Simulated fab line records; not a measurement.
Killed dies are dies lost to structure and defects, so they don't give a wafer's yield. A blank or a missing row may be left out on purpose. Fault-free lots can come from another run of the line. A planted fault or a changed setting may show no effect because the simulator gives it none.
fab line records || flow nand_harc || part 2 of 2: steps 32 to 37 of 37
record: {"lots": 5, "wafers": 15, "last_day": 31}
route steps=1302 shown A_CHANNEL_FILL_D2@637 A_STAIRCASE@639
lots with no fault: from the same line, run without faults
start_h: hours from the record's first day to the start of the lot's first wafer shown || wait_h: hours from the lot's prior step to this one || " repeats the value in the row above || L1.1+2: a row that stands for several wafers || - no value, or no start given || * or withheld: withheld || < > ~ a bound
route shown NAME@n: NAME is a module with steps in the file, n the number in the route of the first one || usual: average and standard deviation across the fault-free wafers || same: alike in all rows || chamber/n: place in a boat || sites: readings site by site || _std_site: their standard deviation || _edge_site: mean of outer sites minus mean of inner sites || radius_mm: for every site, how far away it sits from the centre of the wafer || mask NAME#n: copy n || behind: the tool/chamber that last shaped the wafer || hold: the reason the lot was held/the length of the hold in hours/how it ended || device: which transistor (n, p or np) failed to switch || end of line: the tests these same wafers got at the end of their route || for a step that has no rows: nothing shown but its recipe || killed: the dies lost at the first sort to structure and to defects; this is not the yield of the wafer || map: a wafer's dies, marking killed ones x, the rest . and places with no die _
set.NAME: the setting the step ran with; set.NAME@STEP: the setting that earlier step ran with || model.NAME: the simulator's own value behind a step, which no gauge read
certain route steps with their lots: each step a table, each wafer a row
services: the hour from which a tool's chamber was out of use, counted from the record's first day as start_h (under 0 if before that day), plus the number of hours and why
== steps ==
step: NHARC_A_STAIRCASE_TRIM_14
recipe: {"time_s": 211.2, "o2_flow_sccm": 500, "ar_flow_sccm": 0, "bias_w": 0, "chemistry": "O2"}
usual: {"drypump_motor_current_A": "5.6/0.34", "oes_product_au": "1.001/0.0085", "rf_vpp_V": "57.9/0.92", "showerhead_plenum_p_Torr": "3.56/0.14", "throttle_valve_pct": "17.036/0.0096"}
{"lot.wafer": "L081.3", "tool": "rie_diel-07", "chamber": 1, "start_h": "-", "wait_h": "-", "drypump_motor_current_A": 5.5, "oes_product_au": 0.988, "rf_hours_counter_h": 35, "rf_vpp_V": 59.4, "showerhead_plenum_p_Torr": 3.47, "throttle_valve_pct": 17.048}
{"lot.wafer": "L081.6", "tool": "rie_diel-07", "chamber": 0, "start_h": "-", "wait_h": "-", "drypump_motor_current_A": 5.8, "oes_product_au": 0.994, "rf_hours_counter_h": "-", "rf_vpp_V": 57.7, "showerhead_plenum_p_Torr": 3.67, "throttle_valve_pct": 17.033}
{"lot.wafer": "L081.5", "tool": "rie_diel-07", "chamber": 1, "start_h": "-", "wait_h": "-", "drypump_motor_current_A": 5.5, "oes_product_au": 1.001, "rf_hours_counter_h": "-", "rf_vpp_V": 57.2, "showerhead_plenum_p_Torr": 3.47, "throttle_valve_pct": 17.030}
{"lot.wafer": "L086.2", "tool": "rie_diel-08", "chamber": 2, "start_h": "-", "wait_h": "-", "drypump_motor_current_A": 5.4, "oes_product_au": 1.019, "rf_hours_counter_h": 26, "rf_vpp_V": 57.1, "showerhead_plenum_p_Torr": 3.38, "throttle_valve_pct": 17.032}
{"lot.wafer": "L086.1", "tool": "rie_diel-08", "chamber": 3, "start_h": "-", "wait_h": "-", "drypump_motor_current_A": 5.7, "oes_product_au": 0.991, "rf_hours_counter_h": 28, "rf_vpp_V": 57.4, "showerhead_plenum_p_Torr": 3.44, "throttle_valve_pct": 17.032}
{"lot.wafer": "L086.5", "tool": "rie_diel-08", "chamber": 0, "start_h": "-", "wait_h": "-", "drypump_motor_current_A": 5.3, "oes_product_au": 1.007, "rf_hours_counter_h": "-", "rf_vpp_V": 59.7, "showerhead_plenum_p_Torr": 3.72, "throttle_valve_pct": 17.041}
{"lot.wafer": "L085.4", "tool": "rie_diel-04", "chamber": 2, "start_h": "-", "wait_h": "-", "drypump_motor_current_A": 5.8, "oes_product_au": 1.002, "rf_hours_counter_h": 28, "rf_vpp_V": 57.8, "showerhead_plenum_p_Torr": 3.74, "throttle_valve_pct": 17.036}
{"lot.wafer": "L085.2", "tool": "rie_diel-04", "chamber": 3, "start_h": "-", "wait_h": "-", "drypump_motor_current_A": 5.3, "oes_product_au": 1.004, "rf_hours_counter_h": 29, "rf_vpp_V": 57.8, "showerhead_plenum_p_Torr": 3.62, "throttle_valve_pct": 17.029}
{"lot.wafer": "L085.6", "tool": "rie_diel-04", "chamber": 1, "start_h": "-", "wait_h": "-", "drypump_motor_current_A": 4.8, "oes_product_au": 1.008, "rf_hours_counter_h": "-", "rf_vpp_V": 58.4, "showerhead_plenum_p_Torr": 3.36, "throttle_valve_pct": 17.040}
{"lot.wafer": "L091.4", "tool": "rie_diel-08", "chamber": 1, "start_h": "-", "wait_h": "-", "drypump_motor_current_A": 6.0, "oes_product_au": 0.998, "rf_hours_counter_h": 42, "rf_vpp_V": 57.2, "showerhead_plenum_p_Torr": 3.78, "throttle_valve_pct": 17.022}
{"lot.wafer": "L091.1", "tool": "rie_diel-08", "chamber": 3, "start_h": "-", "wait_h": "-", "drypump_motor_current_A": 5.7, "oes_product_au": 1.012, "rf_hours_counter_h": 47, "rf_vpp_V": 57.1, "showerhead_plenum_p_Torr": 3.43, "throttle_valve_pct": 17.057}
{"lot.wafer": "L091.6", "tool": "rie_diel-08", "chamber": 1, "start_h": "-", "wait_h": "-", "drypump_motor_current_A": 6.0, "oes_product_au": 0.976, "rf_hours_counter_h": "-", "rf_vpp_V": 58.3, "showerhead_plenum_p_Torr": 3.78, "throttle_valve_pct": 17.028}
{"lot.wafer": "L090.3", "tool": "rie_diel-04", "chamber": 3, "start_h": "-", "wait_h": "-", "drypump_motor_current_A": 5.3, "oes_product_au": 0.994, "rf_hours_counter_h": 49, "rf_vpp_V": 58.4, "showerhead_plenum_p_Torr": 3.61, "throttle_valve_pct": 17.024}
{"lot.wafer": "L090.4", "tool": "rie_diel-04", "chamber": 0, "start_h": "-", "wait_h": "-", "drypump_motor_current_A": 5.8, "oes_product_au": 0.994, "rf_hours_counter_h": 48, "rf_vpp_V": 58.3, "showerhead_plenum_p_Torr": 3.51, "throttle_valve_pct": 17.040}
{"lot.wafer": "L090.5", "tool": "rie_diel-04", "chamber": 2, "start_h": "-", "wait_h": "-", "drypump_motor_current_A": 5.8, "oes_product_au": 0.999, "rf_hours_counter_h": "-", "rf_vpp_V": 58.4, "showerhead_plenum_p_Torr": 3.73, "throttle_valve_pct": 17.022}
step: NHARC_A_STAIRCASE_ETCH_15
recipe: {"target_depth_a": 1000, "time_s": 40.5, "ion_energy_ev": 400, "c4f8_flow_sccm": 20, "o2_flow_sccm": 10, "ar_flow_sccm": "withheld", "rf_w": 600, "bias_w": 1000, "chemistry": "C4F8/O2"}
usual: {"oes_product_au": "0.942/0.01", "rf_vpp_V": "897/5"}
{"lot.wafer": "L081.3", "tool": "rie_diel-07", "chamber": 2, "start_h": "-", "wait_h": "-", "oes_product_au": 0.941, "rf_hours_counter_h": 40, "rf_vpp_V": 895}
{"lot.wafer": "L081.5", "tool": "rie_diel-07", "chamber": 2, "start_h": "-", "wait_h": "-", "oes_product_au": 0.959, "rf_hours_counter_h": "-", "rf_vpp_V": 897}
{"lot.wafer": "L081.6", "tool": "rie_diel-07", "chamber": 3, "start_h": "-", "wait_h": "-", "oes_product_au": 0.954, "rf_hours_counter_h": "-", "rf_vpp_V": 899}
{"lot.wafer": "L086.2", "tool": "rie_diel-08", "chamber": 0, "start_h": "-", "wait_h": "-", "oes_product_au": 0.948, "rf_hours_counter_h": 28, "rf_vpp_V": 904}
{"lot.wafer": "L086.1", "tool": "rie_diel-08", "chamber": 1, "start_h": "-", "wait_h": "-", "oes_product_au": 0.945, "rf_hours_counter_h": 27, "rf_vpp_V": 904}
{"lot.wafer": "L086.5", "tool": "rie_diel-08", "chamber": 3, "start_h": "-", "wait_h": "-", "oes_product_au": 0.947, "rf_hours_counter_h": "-", "rf_vpp_V": 893}
{"lot.wafer": "L085.2", "tool": "rie_diel-04", "chamber": 0, "start_h": "-", "wait_h": "-", "oes_product_au": 0.919, "rf_hours_counter_h": 29, "rf_vpp_V": 897}
{"lot.wafer": "L085.4", "tool": "rie_diel-04", "chamber": 3, "start_h": "-", "wait_h": "-", "oes_product_au": 0.938, "rf_hours_counter_h": 29, "rf_vpp_V": 900}
{"lot.wafer": "L085.6", "tool": "rie_diel-04", "chamber": 1, "start_h": "-", "wait_h": "-", "oes_product_au": 0.938, "rf_hours_counter_h": "-", "rf_vpp_V": 890}
{"lot.wafer": "L091.1", "tool": "rie_diel-08", "chamber": 3, "start_h": "-", "wait_h": "-", "oes_product_au": 0.947, "rf_hours_counter_h": 47, "rf_vpp_V": 892}
{"lot.wafer": "L091.4", "tool": "rie_diel-08", "chamber": 0, "start_h": "-", "wait_h": "-", "oes_product_au": 0.939, "rf_hours_counter_h": 43, "rf_vpp_V": 903}
{"lot.wafer": "L091.6", "tool": "rie_diel-08", "chamber": 3, "start_h": "-", "wait_h": "-", "oes_product_au": 0.943, "rf_hours_counter_h": "-", "rf_vpp_V": 892}
{"lot.wafer": "L090.3", "tool": "rie_diel-04", "chamber": 3, "start_h": "-", "wait_h": "-", "oes_product_au": 0.944, "rf_hours_counter_h": 50, "rf_vpp_V": 899}
{"lot.wafer": "L090.4", "tool": "rie_diel-04", "chamber": 2, "start_h": "-", "wait_h": "-", "oes_product_au": 0.946, "rf_hours_counter_h": 50, "rf_vpp_V": 905}
{"lot.wafer": "L090.5", "tool": "rie_diel-04", "chamber": 3, "start_h": "-", "wait_h": "-", "oes_product_au": 0.951, "rf_hours_counter_h": "-", "rf_vpp_V": 901}
step: NHARC_A_STAIRCASE_TRIM_16
recipe: {"time_s": 211.2, "o2_flow_sccm": 500, "ar_flow_sccm": 0, "bias_w": 0, "chemistry": "O2"}
usual: {"drypump_motor_current_A": "5.6/0.34", "oes_product_au": "1.001/0.0078", "rf_vpp_V": "57.9/0.86", "showerhead_plenum_p_Torr": "3.55/0.14", "throttle_valve_pct": "17.037/0.0092"}
{"lot.wafer": "L081.3", "tool": "rie_diel-07", "chamber": 2, "start_h": "-", "wait_h": "-", "drypump_motor_current_A": 5.6, "oes_product_au": 0.995, "rf_hours_counter_h": 40, "rf_vpp_V": 56.1, "showerhead_plenum_p_Torr": 3.50, "throttle_valve_pct": 17.030}
{"lot.wafer": "L081.6", "tool": "rie_diel-07", "chamber": 0, "start_h": "-", "wait_h": "-", "drypump_motor_current_A": 5.8, "oes_product_au": 1.007, "rf_hours_counter_h": "-", "rf_vpp_V": 58.7, "showerhead_plenum_p_Torr": 3.67, "throttle_valve_pct": 17.033}
{"lot.wafer": "L081.5", "tool": "rie_diel-07", "chamber": 1, "start_h": "-", "wait_h": "-", "drypump_motor_current_A": 5.5, "oes_product_au": 0.997, "rf_hours_counter_h": "-", "rf_vpp_V": 57.4, "showerhead_plenum_p_Torr": 3.47, "throttle_valve_pct": 17.042}
{"lot.wafer": "L086.2", "tool": "rie_diel-08", "chamber": 1, "start_h": "-", "wait_h": "-", "drypump_motor_current_A": 6.0, "oes_product_au": 0.993, "rf_hours_counter_h": 27, "rf_vpp_V": 59.2, "showerhead_plenum_p_Torr": 3.79, "throttle_valve_pct": 17.027}
{"lot.wafer": "L086.1", "tool": "rie_diel-08", "chamber": 2, "start_h": "-", "wait_h": "-", "drypump_motor_current_A": 5.4, "oes_product_au": 1.007, "rf_hours_counter_h": 26, "rf_vpp_V": 57.6, "showerhead_plenum_p_Torr": 3.38, "throttle_valve_pct": 17.055}
{"lot.wafer": "L086.5", "tool": "rie_diel-08", "chamber": 0, "start_h": "-", "wait_h": "-", "drypump_motor_current_A": 5.3, "oes_product_au": 1.014, "rf_hours_counter_h": "-", "rf_vpp_V": 57.3, "showerhead_plenum_p_Torr": 3.72, "throttle_valve_pct": 17.046}
{"lot.wafer": "L085.4", "tool": "rie_diel-04", "chamber": 0, "start_h": "-", "wait_h": "-", "drypump_motor_current_A": 5.8, "oes_product_au": 0.988, "rf_hours_counter_h": 30, "rf_vpp_V": 58.2, "showerhead_plenum_p_Torr": 3.52, "throttle_valve_pct": 17.024}
{"lot.wafer": "L085.2", "tool": "rie_diel-04", "chamber": 2, "start_h": "-", "wait_h": "-", "drypump_motor_current_A": 5.8, "oes_product_au": 1.005, "rf_hours_counter_h": 28, "rf_vpp_V": 58.0, "showerhead_plenum_p_Torr": 3.74, "throttle_valve_pct": 17.024}
{"lot.wafer": "L085.6", "tool": "rie_diel-04", "chamber": 0, "start_h": "-", "wait_h": "-", "drypump_motor_current_A": 5.8, "oes_product_au": 0.998, "rf_hours_counter_h": "-", "rf_vpp_V": 57.8, "showerhead_plenum_p_Torr": 3.52, "throttle_valve_pct": 17.040}
{"lot.wafer": "L091.1", "tool": "rie_diel-08", "chamber": 3, "start_h": "-", "wait_h": "-", "drypump_motor_current_A": 5.7, "oes_product_au": 0.996, "rf_hours_counter_h": 47, "rf_vpp_V": 57.3, "showerhead_plenum_p_Torr": 3.43, "throttle_valve_pct": 17.030}
{"lot.wafer": "L091.4", "tool": "rie_diel-08", "chamber": 0, "start_h": "-", "wait_h": "-", "drypump_motor_current_A": 5.3, "oes_product_au": 1.007, "rf_hours_counter_h": 43, "rf_vpp_V": 56.6, "showerhead_plenum_p_Torr": 3.71, "throttle_valve_pct": 17.034}
{"lot.wafer": "L091.6", "tool": "rie_diel-08", "chamber": 0, "start_h": "-", "wait_h": "-", "drypump_motor_current_A": 5.3, "oes_product_au": 1.002, "rf_hours_counter_h": "-", "rf_vpp_V": 57.4, "showerhead_plenum_p_Torr": 3.71, "throttle_valve_pct": 17.033}
{"lot.wafer": "L090.4", "tool": "rie_diel-04", "chamber": 2, "start_h": "-", "wait_h": "-", "drypump_motor_current_A": 5.8, "oes_product_au": 1.003, "rf_hours_counter_h": 50, "rf_vpp_V": 56.5, "showerhead_plenum_p_Torr": 3.73, "throttle_valve_pct": 17.050}
{"lot.wafer": "L090.3", "tool": "rie_diel-04", "chamber": 1, "start_h": "-", "wait_h": "-", "drypump_motor_current_A": 4.8, "oes_product_au": 1.003, "rf_hours_counter_h": 49, "rf_vpp_V": 57.0, "showerhead_plenum_p_Torr": 3.35, "throttle_valve_pct": 17.038}
{"lot.wafer": "L090.5", "tool": "rie_diel-04", "chamber": 3, "start_h": "-", "wait_h": "-", "drypump_motor_current_A": 5.3, "oes_product_au": 1.014, "rf_hours_counter_h": "-", "rf_vpp_V": 58.0, "showerhead_plenum_p_Torr": 3.61, "throttle_valve_pct": 17.027}
step: NHARC_A_STAIRCASE_ETCH_17
recipe: {"target_depth_a": 1000, "time_s": 40.5, "ion_energy_ev": 400, "c4f8_flow_sccm": 20, "o2_flow_sccm": 10, "ar_flow_sccm": "withheld", "rf_w": 600, "bias_w": 1000, "chemistry": "C4F8/O2"}
usual: {"oes_product_au": "0.943/0.011", "rf_vpp_V": "897/5.1"}
{"lot.wafer": "L081.3", "tool": "rie_diel-07", "chamber": 3, "start_h": "-", "wait_h": "-", "oes_product_au": 0.958, "rf_hours_counter_h": 45, "rf_vpp_V": 898}
{"lot.wafer": "L081.5", "tool": "rie_diel-07", "chamber": 3, "start_h": "-", "wait_h": "-", "oes_product_au": 0.957, "rf_hours_counter_h": "-", "rf_vpp_V": 898}
{"lot.wafer": "L081.6", "tool": "rie_diel-07", "chamber": 0, "start_h": "-", "wait_h": "-", "oes_product_au": 0.936, "rf_hours_counter_h": "-", "rf_vpp_V": 900}
{"lot.wafer": "L086.2", "tool": "rie_diel-08", "chamber": 1, "start_h": "-", "wait_h": "-", "oes_product_au": 0.933, "rf_hours_counter_h": 27, "rf_vpp_V": 906}
{"lot.wafer": "L086.1", "tool": "rie_diel-08", "chamber": 0, "start_h": "-", "wait_h": "-", "oes_product_au": 0.948, "rf_hours_counter_h": 28, "rf_vpp_V": 903}
{"lot.wafer": "L086.5", "tool": "rie_diel-08", "chamber": 1, "start_h": "-", "wait_h": "-", "oes_product_au": 0.935, "rf_hours_counter_h": "-", "rf_vpp_V": 905}
{"lot.wafer": "L085.2", "tool": "rie_diel-04", "chamber": 3, "start_h": "-", "wait_h": "-", "oes_product_au": 0.948, "rf_hours_counter_h": 29, "rf_vpp_V": 901}
{"lot.wafer": "L085.4", "tool": "rie_diel-04", "chamber": 1, "start_h": "-", "wait_h": "-", "oes_product_au": 0.959, "rf_hours_counter_h": 29, "rf_vpp_V": 890}
{"lot.wafer": "L085.6", "tool": "rie_diel-04", "chamber": 2, "start_h": "-", "wait_h": "-", "oes_product_au": 0.946, "rf_hours_counter_h": "-", "rf_vpp_V": 902}
{"lot.wafer": "L091.4", "tool": "rie_diel-08", "chamber": 1, "start_h": "-", "wait_h": "-", "oes_product_au": 0.939, "rf_hours_counter_h": 42, "rf_vpp_V": 905}
{"lot.wafer": "L091.1", "tool": "rie_diel-08", "chamber": 2, "start_h": "-", "wait_h": "-", "oes_product_au": 0.944, "rf_hours_counter_h": 45, "rf_vpp_V": 890}
{"lot.wafer": "L091.6", "tool": "rie_diel-08", "chamber": 2, "start_h": "-", "wait_h": "-", "oes_product_au": 0.957, "rf_hours_counter_h": "-", "rf_vpp_V": 889}
{"lot.wafer": "L090.4", "tool": "rie_diel-04", "chamber": 3, "start_h": "-", "wait_h": "-", "oes_product_au": 0.941, "rf_hours_counter_h": 50, "rf_vpp_V": 898}
{"lot.wafer": "L090.3", "tool": "rie_diel-04", "chamber": 0, "start_h": "-", "wait_h": "-", "oes_product_au": 0.958, "rf_hours_counter_h": 48, "rf_vpp_V": 894}
{"lot.wafer": "L090.5", "tool": "rie_diel-04", "chamber": 1, "start_h": "-", "wait_h": "-", "oes_product_au": 0.954, "rf_hours_counter_h": "-", "rf_vpp_V": 890}
step: NHARC_A_STAIRCASE_TRIM_18
recipe: {"time_s": 211.2, "o2_flow_sccm": 500, "ar_flow_sccm": 0, "bias_w": 0, "chemistry": "O2"}
usual: {"drypump_motor_current_A": "5.6/0.34", "oes_product_au": "1.001/0.0091", "rf_vpp_V": "57.8/0.86", "showerhead_plenum_p_Torr": "3.56/0.14", "throttle_valve_pct": "17.037/0.0087"}
{"lot.wafer": "L081.3", "tool": "rie_diel-07", "chamber": 3, "start_h": "-", "wait_h": "-", "drypump_motor_current_A": 6.0, "oes_product_au": 1.014, "rf_hours_counter_h": 46, "rf_vpp_V": 57.6, "showerhead_plenum_p_Torr": 3.59, "throttle_valve_pct": 17.033}
{"lot.wafer": "L081.5", "tool": "rie_diel-07", "chamber": 2, "start_h": "-", "wait_h": "-", "drypump_motor_current_A": 5.6, "oes_product_au": 1.012, "rf_hours_counter_h": "-", "rf_vpp_V": 57.3, "showerhead_plenum_p_Torr": 3.50, "throttle_valve_pct": 17.047}
{"lot.wafer": "L081.6", "tool": "rie_diel-07", "chamber": 3, "start_h": "-", "wait_h": "-", "drypump_motor_current_A": 6.0, "oes_product_au": 1.004, "rf_hours_counter_h": "-", "rf_vpp_V": 58.6, "showerhead_plenum_p_Torr": 3.59, "throttle_valve_pct": 17.051}
{"lot.wafer": "L086.2", "tool": "rie_diel-08", "chamber": 0, "start_h": "-", "wait_h": "-", "drypump_motor_current_A": 5.3, "oes_product_au": 1.014, "rf_hours_counter_h": 28, "rf_vpp_V": 58.0, "showerhead_plenum_p_Torr": 3.72, "throttle_valve_pct": 17.036}
{"lot.wafer": "L086.1", "tool": "rie_diel-08", "chamber": 1, "start_h": "-", "wait_h": "-", "drypump_motor_current_A": 6.0, "oes_product_au": 0.990, "rf_hours_counter_h": 27, "rf_vpp_V": 59.6, "showerhead_plenum_p_Torr": 3.79, "throttle_valve_pct": 17.034}
{"lot.wafer": "L086.5", "tool": "rie_diel-08", "chamber": 0, "start_h": "-", "wait_h": "-", "drypump_motor_current_A": 5.3, "oes_product_au": 1.014, "rf_hours_counter_h": "-", "rf_vpp_V": 58.8, "showerhead_plenum_p_Torr": 3.72, "throttle_valve_pct": 17.039}
{"lot.wafer": "L085.2", "tool": "rie_diel-04", "chamber": 2, "start_h": "-", "wait_h": "-", "drypump_motor_current_A": 5.8, "oes_product_au": 1.005, "rf_hours_counter_h": 28, "rf_vpp_V": 59.0, "showerhead_plenum_p_Torr": 3.74, "throttle_valve_pct": 17.046}
{"lot.wafer": "L085.4", "tool": "rie_diel-04", "chamber": 3, "start_h": "-", "wait_h": "-", "drypump_motor_current_A": 5.3, "oes_product_au": 1.007, "rf_hours_counter_h": 29, "rf_vpp_V": 55.9, "showerhead_plenum_p_Torr": 3.62, "throttle_valve_pct": 17.043}
{"lot.wafer": "L085.6", "tool": "rie_diel-04", "chamber": 3, "start_h": "-", "wait_h": "-", "drypump_motor_current_A": 5.3, "oes_product_au": 1.011, "rf_hours_counter_h": "-", "rf_vpp_V": 58.1, "showerhead_plenum_p_Torr": 3.62, "throttle_valve_pct": 17.025}
{"lot.wafer": "L091.4", "tool": "rie_diel-08", "chamber": 3, "start_h": "-", "wait_h": "-", "drypump_motor_current_A": 5.7, "oes_product_au": 0.997, "rf_hours_counter_h": 47, "rf_vpp_V": 58.4, "showerhead_plenum_p_Torr": 3.43, "throttle_valve_pct": 17.044}
{"lot.wafer": "L091.1", "tool": "rie_diel-08", "chamber": 0, "start_h": "-", "wait_h": "-", "drypump_motor_current_A": 5.3, "oes_product_au": 1.020, "rf_hours_counter_h": 43, "rf_vpp_V": 58.5, "showerhead_plenum_p_Torr": 3.71, "throttle_valve_pct": 17.036}
{"lot.wafer": "L091.6", "tool": "rie_diel-08", "chamber": 3, "start_h": "-", "wait_h": "-", "drypump_motor_current_A": 5.7, "oes_product_au": 0.998, "rf_hours_counter_h": "-", "rf_vpp_V": 56.6, "showerhead_plenum_p_Torr": 3.43, "throttle_valve_pct": 17.041}
{"lot.wafer": "L090.4", "tool": "rie_diel-04", "chamber": 0, "start_h": "-", "wait_h": "-", "drypump_motor_current_A": 5.8, "oes_product_au": 0.999, "rf_hours_counter_h": 49, "rf_vpp_V": 59.3, "showerhead_plenum_p_Torr": 3.51, "throttle_valve_pct": 17.036}
{"lot.wafer": "L090.3", "tool": "rie_diel-04", "chamber": 1, "start_h": "-", "wait_h": "-", "drypump_motor_current_A": 4.8, "oes_product_au": 1.009, "rf_hours_counter_h": 49, "rf_vpp_V": 57.6, "showerhead_plenum_p_Torr": 3.35, "throttle_valve_pct": 17.021}
{"lot.wafer": "L090.5", "tool": "rie_diel-04", "chamber": 0, "start_h": "-", "wait_h": "-", "drypump_motor_current_A": 5.8, "oes_product_au": 0.992, "rf_hours_counter_h": "-", "rf_vpp_V": 58.5, "showerhead_plenum_p_Torr": 3.51, "throttle_valve_pct": 17.042}
step: NHARC_A_STAIRCASE_ETCH_19
recipe: {"target_depth_a": 1000, "time_s": 40.5, "ion_energy_ev": 400, "c4f8_flow_sccm": 20, "o2_flow_sccm": 10, "ar_flow_sccm": "withheld", "rf_w": 600, "bias_w": 1000, "chemistry": "C4F8/O2"}
usual: {"oes_product_au": "0.942/0.011", "rf_vpp_V": "897/5.1"}
{"lot.wafer": "L081.3", "tool": "rie_diel-07", "chamber": 3, "start_h": "-", "wait_h": "-", "oes_product_au": 0.944, "rf_hours_counter_h": 46, "rf_vpp_V": 899}
{"lot.wafer": "L081.5", "tool": "rie_diel-07", "chamber": 0, "start_h": "-", "wait_h": "-", "oes_product_au": 0.944, "rf_hours_counter_h": "-", "rf_vpp_V": 900}
{"lot.wafer": "L081.6", "tool": "rie_diel-07", "chamber": 1, "start_h": "-", "wait_h": "-", "oes_product_au": 0.945, "rf_hours_counter_h": "-", "rf_vpp_V": 896}
{"lot.wafer": "L086.2", "tool": "rie_diel-08", "chamber": 3, "start_h": "-", "wait_h": "-", "oes_product_au": 0.945, "rf_hours_counter_h": 29, "rf_vpp_V": 892}
{"lot.wafer": "L086.1", "tool": "rie_diel-08", "chamber": 0, "start_h": "-", "wait_h": "-", "oes_product_au": 0.939, "rf_hours_counter_h": 29, "rf_vpp_V": 903}
{"lot.wafer": "L086.5", "tool": "rie_diel-08", "chamber": 3, "start_h": "-", "wait_h": "-", "oes_product_au": 0.946, "rf_hours_counter_h": "-", "rf_vpp_V": 893}
{"lot.wafer": "L085.4", "tool": "rie_diel-04", "chamber": 2, "start_h": "-", "wait_h": "-", "oes_product_au": 0.939, "rf_hours_counter_h": 29, "rf_vpp_V": 904}
{"lot.wafer": "L085.2", "tool": "rie_diel-04", "chamber": 3, "start_h": "-", "wait_h": "-", "oes_product_au": 0.935, "rf_hours_counter_h": 29, "rf_vpp_V": 900}
{"lot.wafer": "L085.6", "tool": "rie_diel-04", "chamber": 1, "start_h": "-", "wait_h": "-", "oes_product_au": 0.944, "rf_hours_counter_h": "-", "rf_vpp_V": 890}
{"lot.wafer": "L091.1", "tool": "rie_diel-08", "chamber": 1, "start_h": "-", "wait_h": "-", "oes_product_au": 0.947, "rf_hours_counter_h": 42, "rf_vpp_V": 905}
{"lot.wafer": "L091.4", "tool": "rie_diel-08", "chamber": 2, "start_h": "-", "wait_h": "-", "oes_product_au": 0.956, "rf_hours_counter_h": 45, "rf_vpp_V": 891}
{"lot.wafer": "L091.6", "tool": "rie_diel-08", "chamber": 2, "start_h": "-", "wait_h": "-", "oes_product_au": 0.957, "rf_hours_counter_h": "-", "rf_vpp_V": 890}
{"lot.wafer": "L090.4", "tool": "rie_diel-04", "chamber": 3, "start_h": "-", "wait_h": "-", "oes_product_au": 0.948, "rf_hours_counter_h": 50, "rf_vpp_V": 899}
{"lot.wafer": "L090.3", "tool": "rie_diel-04", "chamber": 2, "start_h": "-", "wait_h": "-", "oes_product_au": 0.946, "rf_hours_counter_h": 50, "rf_vpp_V": 904}
{"lot.wafer": "L090.5", "tool": "rie_diel-04", "chamber": 0, "start_h": "-", "wait_h": "-", "oes_product_au": 0.940, "rf_hours_counter_h": "-", "rf_vpp_V": 896}
== services ==
{"tool": "krf_scanner-03", "chamber": "-", "start_h": 396.03, "hours": 4.0, "kind": "pm"}
{"tool": "pecvd-02", "chamber": 1, "start_h": 397.50, "hours": 6.1, "kind": "repair"}
{"tool": "litho_track-02", "chamber": "-", "start_h": 402.00, "hours": 7.0, "kind": "pm"}
{"tool": "pecvd-02", "chamber": "-", "start_h": 408.00, "hours": 13.0, "kind": "pm"}
{"tool": "rie_diel-08", "chamber": 2, "start_h": 409.45, "hours": 4.7, "kind": "repair"}
{"tool": "wet_bench-06", "chamber": "-", "start_h": 410.01, "hours": 5.6, "kind": "repair"}
{"tool": "krf_scanner-04", "chamber": "-", "start_h": 415.31, "hours": 1.1, "kind": "repair"}
{"tool": "wet_bench-02", "chamber": "-", "start_h": 420.00, "hours": 8.0, "kind": "pm"}
{"tool": "litho_track-07", "chamber": "-", "start_h": 426.00, "hours": 7.0, "kind": "pm"}
{"tool": "plasma_asher-02", "chamber": "-", "start_h": 426.29, "hours": 9.0, "kind": "pm"}
{"tool": "krf_scanner-02", "chamber": "-", "start_h": 438.00, "hours": 4.0, "kind": "pm"}
{"tool": "pecvd-01", "chamber": "-", "start_h": 459.76, "hours": 1.4, "kind": "repair"}
{"tool": "rie_diel-07", "chamber": 1, "start_h": 459.92, "hours": 9.0, "kind": "repair"}
{"tool": "pecvd-02", "chamber": 1, "start_h": 464.95, "hours": 13.5, "kind": "repair"}
{"tool": "rie_diel-07", "chamber": "-", "start_h": 471.62, "hours": 9.0, "kind": "pm"}
{"tool": "litho_track-05", "chamber": "-", "start_h": 474.03, "hours": 7.0, "kind": "pm"}
{"tool": "krf_scanner-02", "chamber": "-", "start_h": 478.07, "hours": 1.0, "kind": "repair"}
{"tool": "pecvd-01", "chamber": "-", "start_h": 478.88, "hours": 1.2, "kind": "repair"}
{"tool": "krf_scanner-02", "chamber": "-", "start_h": 494.40, "hours": 0.3, "kind": "repair"}
{"tool": "wet_bench-07", "chamber": "-", "start_h": 512.00, "hours": 8.0, "kind": "pm"}
{"tool": "plasma_asher-01", "chamber": "-", "start_h": 519.00, "hours": 9.0, "kind": "pm"}
{"tool": "plasma_asher-02", "chamber": "-", "start_h": 519.02, "hours": 5.1, "kind": "repair"}
{"tool": "pecvd-03", "chamber": "-", "start_h": 521.54, "hours": 1.5, "kind": "repair"}
{"tool": "krf_scanner-04", "chamber": "-", "start_h": 526.00, "hours": 4.0, "kind": "pm"}
